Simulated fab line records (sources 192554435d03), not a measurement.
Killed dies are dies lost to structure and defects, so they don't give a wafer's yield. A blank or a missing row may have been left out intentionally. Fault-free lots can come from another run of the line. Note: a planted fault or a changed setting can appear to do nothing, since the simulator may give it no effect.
A lot that was struck, set against a sound lot | flow n5_finfet | 16 steps out of a route of 1938
Sound: the wafers L631.1, L631.4, L631.5. Struck: wafer L629.4 (L629.2, L629.3, from the same lot, were not struck and are left out); the cause is given at the end.
Per side, at each step with rows, come the tool, then ch with its chambers, and then its first start. Under that, the readings that differ: sound wafers | struck wafers | difference of the means | sigmas: that difference in standard deviations of wafers without a fault.
alike: readings with means less than 2 such deviations apart, plus words and numbers identical on both sides. not compared: withheld readings, readings lacking a value on some wafer, bounds such as >300 that could conceal the same value, and numbers that have no deviation in the record and whose values overlap.
Wherever a step has rows on one side only, a row that says differs or no value, or a row with sigmas, the two part there. Numbers that don't overlap but have no deviation are shown without sigmas and don't part them. Lack of a reading on every wafer of one side parts them only where that side has two or more wafers.

first, 4 steps without rows for these wafers: N5_BEOL_M4_HM_STRIP_39 (strips TiN in peroxide tin strip, target depth 25 nm, time 158 s); N5_BEOL_M4_SRD_40 (time 30 s); N5_BEOL_M4_PRECLEAN_42 (cleans in residue remover, time 60 s); N5_BEOL_M4_SRD_43 (time 30 s).
N5_BEOL_M4_CD_MEAS_35: target cd 18 nm, target cd y 22.4 nm.
  sound: cd_sem-03 at day 10 20:26; struck: cd_sem-03 at day 10 00:11
  alike: cd_nm
then, 1 step without rows for these wafers: N5_BEOL_M4_DEGAS_44 (time 60 s).
N5_BEOL_M4_PRE_CLEAN_45: time 30 s.
  sound: pvd_sputter-02 at day 10 20:51; struck: pvd_sputter-03 at day 10 00:21
  reading            | sound       | struck | difference | sigmas
  heater_power_w (W) | 288 326 316 | 396    | +86        | +2
N5_BEOL_M4_ALD_84: deposits TaN, pulse time 2 s, purge time 3 s, co reactant purge time 2 s.
  sound on ald_metal-03 ch 1,2, day 10 20:55; struck on ald_metal-03 ch 2, day 10 00:25
  alike: heater_power_w, mfc_carrier_sccm, precursor_vessel_carrier_sccm
  not compared: since_wet_clean_h
N5_BEOL_M4_SURFACE_TREAT_85:
  sound: pvd_sputter-03 at day 10 21:08; struck: pvd_sputter-03 at day 10 00:38
  not compared: throttle_valve_pct
then, 1 step without rows for these wafers: N5_BEOL_M4_CVD_47 (deposits Co from CCTBA/H2, target thk 3 nm, time 223.8 s).
N5_BEOL_M4_SPUTTER_48: material Cu, target thk 4.5 nm, time 8.29 s.
  sound: pvd_sputter-02 at day 10 21:31; struck: pvd_sputter-01 at day 10 00:52
  alike: chamber_pressure_pa, throttle_valve_pct
then, 1 step without rows for these wafers: N5_BEOL_M4_ANNEAL_49 (time 240 s).
N5_BEOL_M4_SPUTTER_79: material Cu, target thk 4.5 nm, time 8.29 s.
  sound: pvd_sputter-02 at day 10 21:44; struck: pvd_sputter-01 at day 10 01:05
  reading                  | sound                   | struck | difference | sigmas
  chamber_pressure_pa (Pa) | 0.06991 0.07003 0.07005 | 0.086  | +0.016     | +99 or more
  throttle_valve_pct (%)   | 30.5 29.1 30.5          | 27.3   | -2.7       | -5
N5_BEOL_M4_ANNEAL_80: time 240 s.
  sound: pvd_sputter-02 at day 10 21:49; struck: pvd_sputter-01 at day 10 01:10
  alike: heater_power_w
N5_BEOL_M4_RC_MEAS_101:
  sound on prober-02 ch 0, day 11 00:32; struck on prober-02 ch 0, day 10 04:09
  alike: DIBL_N, DIBL_P, IOFF_N, IOFF_P, ION_N, ION_P, SS_N, SS_P, VT_N, VT_P
-- a jump in the record: the struck wafers' starts before and after are 4 days apart (it breaks off in module BEOL_M4 and resumes in module PASSIVATION, where the first step shown is number 1936 of the route) --
N5_PASSIVATION_PROBE_49:
  the record has rows for the struck wafers here (prober-01, day 14 00:21) and none for the sound ones

== WHERE THEY PART ==
At N5_BEOL_M4_PRE_CLEAN_45 first; at N5_PASSIVATION_PROBE_49 last (within this record only).

WHY: what the simulator had put in
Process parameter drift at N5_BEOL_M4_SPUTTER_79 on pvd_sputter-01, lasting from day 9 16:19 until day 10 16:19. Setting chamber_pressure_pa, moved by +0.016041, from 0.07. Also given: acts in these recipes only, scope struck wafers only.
